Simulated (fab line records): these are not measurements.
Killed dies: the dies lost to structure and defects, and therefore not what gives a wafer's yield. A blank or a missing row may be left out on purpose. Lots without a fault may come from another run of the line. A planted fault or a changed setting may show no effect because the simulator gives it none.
Lot-split experiment | flow n5 finfet | route with 1938 steps; 7 lots, 21 wafers read

== THE SPLIT ==
At N5_BEOL_M11_PECVD_70 (deposits SiO2 from TEOS/O2, target thk 20 nm, time 22.7 s), the setting time s was moved away from the recipe's 22.7 s on 8 of the 21 wafers read, by -13.3% to +12.3%. All remaining wafers had this setting at the recipe value.

== FROM THE SPLIT TO THE READING: what the file shows between them, 5 steps ==
- N5_BEOL_M11_CURE_72: cures SiCOH lowk, time 120 s (also split here: time s)
- N5_BEOL_M11_DEGAS_44: time 60 s
- N5_BEOL_M11_PRE_CLEAN_45: time 30 s
- N5_BEOL_M11_ECD_50: material Cu, target thk 318 nm
- N5_BEOL_M11_ANNEAL_51: time 90 s

== THE READING ==
barrier field endpoint s, in s, at N5_BEOL_M11_CMP_52 (polishes, stops on SiCOH lowk, t overpolish 7 s, target thk 140 nm). Typical for fault-free wafers on this fab line: 29.0 s, with standard deviation 0.66 s.

wafer  | tool, chamber at the split | time s as run, s | against the recipe | barrier field endpoint s, s | against lot-mates on the recipe
L075.3 | pecvd-01, 2                | 22.7             | recipe             | 29.2                        | -
L075.2 | pecvd-01, 1                | 24.94            | +9.9%              | 31.6                        | +2.8
L075.1 | pecvd-01, 0                | 22.7             | recipe             | 28.5                        | -
L077.1 | pecvd-02, 0                | 22.7             | recipe             | 27.4                        | -
L077.2 | pecvd-02, 1                | 19.69            | -13.3%             | 25.4                        | -2.4
L077.5 | pecvd-02, 0                | 22.7             | recipe             | 28.2                        | -
L085.1 | pecvd-04, 0                | 22.7             | recipe             | 28.9                        | -
L085.4 | pecvd-04, 1                | 22.7             | recipe             | 28.8                        | -
L085.3 | pecvd-04, 2                | 24.61            | +8.4%              | 30.6                        | +1.8
L088.3 | pecvd-02, 2                | 25.49            | +12.3%             | 31.0                        | +1.2
L088.2 | pecvd-02, 1                | 22.7             | recipe             | 29.8                        | -
L088.6 | pecvd-02, 1                | 25.49            | +12.3%             | 31.6                        | +1.8
L091.2 | pecvd-02, 1                | 22.7             | recipe             | 29.6                        | -
L091.3 | pecvd-02, 2                | 22.7             | recipe             | 29.3                        | -
L091.6 | pecvd-02, 2                | 22.7             | recipe             | 29.4                        | -
L092.3 | pecvd-01, 2                | 20.54            | -9.5%              | 26.7                        | -2.5
L092.4 | pecvd-01, 0                | 22.7             | recipe             | 29.8                        | -
L092.1 | pecvd-01, 0                | 22.7             | recipe             | 28.6                        | -
L097.2 | pecvd-04, 2                | 22.7             | recipe             | 28.0                        | -
L097.5 | pecvd-04, 2                | 24.22            | +6.7%              | 31.2                        | +3.2
L097.6 | pecvd-04, 1                | 24.22            | +6.7%              | 30.4                        | +2.4

THE FIT
A straight line over all 21 wafers: barrier field endpoint s changes by +0.235 s for each +1% of time s; r = +0.92; the points scatter about the line by 0.65 s.
The same after taking each lot's own level away (the mean of its wafers on the recipe; 21 wafers): +0.205 s for each +1%; r = +0.89; scatter 0.68 s.
That fit puts the effect of the largest move of time s on the reading at 2.7 s.
Measured against the standard deviation above, the lots' own levels, which go from 27.80 to 29.80 s, span 3.0 times it.
In other words, the slope is changed by the lot-to-lot level; the two fits disagree.
Check: for one of the wafers moved furthest among these (-13.3%), held out of the fit, the line's prediction against its lot-mates is -2.79 s. It came out at -2.4 s against them.

== THE OTHER SPLITS THESE WAFERS WENT THROUGH ==
Other splits were also applied to these wafers ahead of the reading. Each is held against what the fit with the lots' levels taken away leaves over:
other split on the same wafers | wafers away from the commonest value | r with barrier field endpoint s (lot level and that fit taken away)
N5_BEOL_M7_ILD_DEP_00 time s   | 5                                    | -0.02
N5_BEOL_M8_ILD_DEP_00 time s   | 9                                    | +0.16
N5_BEOL_M8_COAT_05 spin rpm    | 10                                   | -0.30
N5_BEOL_M8_ETCH_66 bias w      | 7                                    | -0.31
N5_BEOL_M8_VIA_ETCH_34 bias w  | 4                                    | +0.31
N5_BEOL_M11_CURE_72 time s     | 7                                    | +0.03

== THE WHOLE CHAIN: every reading that the file lists as answering this split, in the file's order ==
step                 | what it does                                                       | reading                                                                           | change (the file's fit)               | r (the file's)
N5_BEOL_M11_PECVD_70 | deposits SiO2 from TEOS/O2, target thk 20 nm, time 22.7 s          | SiO2_of_BEOL_M11_PECVD_70.thk nm (the simulator's own value, which no gauge read) | +0.211 nm for each +1% of the setting | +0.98
N5_BEOL_M11_CMP_52   | polishes, stops on SiCOH lowk, t overpolish 7 s, target thk 140 nm | barrier field endpoint s                                                          | +0.214 s for each +1% of the setting  | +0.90

== FILE'S OWN FIT ==
barrier field endpoint s changes by +0.214 s for each +1% of time s, r = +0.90.
